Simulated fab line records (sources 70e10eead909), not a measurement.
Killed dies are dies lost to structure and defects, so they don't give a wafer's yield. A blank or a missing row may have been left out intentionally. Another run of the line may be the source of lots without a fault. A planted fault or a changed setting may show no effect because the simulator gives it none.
Chamber matching :: flow nand harc :: NHARC_A_STAIRCASE_ETCHBACK_157 on rie diel-07: 4 sister chambers
The step etches the open film in CH3F/O2, target depth 90 nm, time 167.14 s. 16 wafers are shown with their chamber, then 8 later ones without.

== WAFERS PAIRED WITH THEIR CHAMBERS ==
wafer: L074.1
chamber: 2
showerhead plenum p Torr (Torr): 2.31
drypump motor current A (A): 5.9
rf vpp V (V): 241.4

wafer: L074.4
chamber: 1
showerhead plenum p Torr (Torr): 2.46
drypump motor current A (A): 5.8
rf vpp V (V): 244.9

wafer: L074.6
chamber: 2
showerhead plenum p Torr (Torr): 2.31
drypump motor current A (A): 5.9
rf vpp V (V): 242.9

wafer: L084.2
chamber: 2
showerhead plenum p Torr (Torr): 2.30
drypump motor current A (A): 6.0
rf vpp V (V): 241.9

wafer: L084.3
chamber: 3
showerhead plenum p Torr (Torr): 2.47
drypump motor current A (A): 6.2
rf vpp V (V): 243.9

wafer: L084.6
chamber: 1
showerhead plenum p Torr (Torr): 2.45
drypump motor current A (A): 5.8
rf vpp V (V): 244.6

wafer: L085.1
chamber: 0
showerhead plenum p Torr (Torr): 2.32
drypump motor current A (A): 5.8
rf vpp V (V): 242.5

wafer: L085.3
chamber: 1
showerhead plenum p Torr (Torr): 2.45
drypump motor current A (A): 5.8
rf vpp V (V): 244.4

wafer: L085.4
chamber: 3
showerhead plenum p Torr (Torr): 2.48
drypump motor current A (A): 6.2
rf vpp V (V): 245.0

wafer: L087.1
chamber: 1
showerhead plenum p Torr (Torr): 2.45
drypump motor current A (A): 5.8
rf vpp V (V): 244.4

wafer: L087.5
chamber: 3
showerhead plenum p Torr (Torr): 2.47
drypump motor current A (A): 6.3
rf vpp V (V): 243.7

wafer: L087.6
chamber: 0
showerhead plenum p Torr (Torr): 2.32
drypump motor current A (A): 5.8
rf vpp V (V): 243.5

wafer: L088.1
chamber: 1
showerhead plenum p Torr (Torr): 2.44
drypump motor current A (A): 5.8
rf vpp V (V): 243.9

wafer: L088.5
chamber: 1
showerhead plenum p Torr (Torr): 2.44
drypump motor current A (A): 5.8
rf vpp V (V): 244.7

wafer: L088.6
chamber: 0
showerhead plenum p Torr (Torr): 2.32
drypump motor current A (A): 5.8
rf vpp V (V): 242.4

wafer: L092.1
chamber: 3
showerhead plenum p Torr (Torr): 2.46
drypump motor current A (A): 6.3
rf vpp V (V): 245.1

SIGNATURES (averages over the wafers above)
reading: showerhead plenum p Torr
chamber 0: 2.3200
chamber 1: 2.4483
chamber 2: 2.3067
chamber 3: 2.4700
scatter within a chamber: 0.00677

reading: drypump motor current A
chamber 0: 5.800
chamber 1: 5.800
chamber 2: 5.933
chamber 3: 6.250
scatter within a chamber: 0.0373

reading: rf vpp V
chamber 0: 242.800
chamber 1: 244.483
chamber 2: 242.067
chamber 3: 244.425
scatter within a chamber: 0.583
Rule: distance of a wafer from a chamber = root of the sum over the readings of ((wafer's reading minus chamber's mean) / reading's scatter) squared. The wafer belongs to the nearest chamber; if the next one is less than 2 further off, it can't be placed. The scatter: the root of (the sum of the squares of (reading less its chamber's mean) over the shown wafers, divided by (wafers less chambers)).

== WAFERS WHOSE CHAMBER IS MISSING ==
wafer: L092.3
showerhead plenum p Torr (Torr): 2.29
drypump motor current A (A): 5.9
rf vpp V (V): 240.5

wafer: L092.4
showerhead plenum p Torr (Torr): 2.44
drypump motor current A (A): 5.8
rf vpp V (V): 244.5

wafer: L094.1
showerhead plenum p Torr (Torr): 2.46
drypump motor current A (A): 6.2
rf vpp V (V): 242.2

wafer: L094.2
showerhead plenum p Torr (Torr): 2.29
drypump motor current A (A): 6.0
rf vpp V (V): 240.6

wafer: L094.5
showerhead plenum p Torr (Torr): 2.29
drypump motor current A (A): 5.9
rf vpp V (V): 241.0

wafer: L096.1
showerhead plenum p Torr (Torr): 2.28
drypump motor current A (A): 5.9
rf vpp V (V): 240.7

wafer: L096.2
showerhead plenum p Torr (Torr): 2.31
drypump motor current A (A): 5.8
rf vpp V (V): 242.5

wafer: L096.6
showerhead plenum p Torr (Torr): 2.46
drypump motor current A (A): 6.2
rf vpp V (V): 244.0

== WHICH CHAMBER EACH WENT THROUGH ==
wafer: L092.3
from the rows above: 2
in truth: 2

wafer: L092.4
from the rows above: 1
in truth: 1

wafer: L094.1
from the rows above: 3
in truth: 3

wafer: L094.2
from the rows above: 2
in truth: 2

wafer: L094.5
from the rows above: 2
in truth: 2

wafer: L096.1
from the rows above: 2
in truth: 2

wafer: L096.2
from the rows above: 0
in truth: 0

wafer: L096.6
from the rows above: 3
in truth: 3
Correct placement for 8 of the 8. Number that these rows cannot place: 0. Wrongly placed: 0.
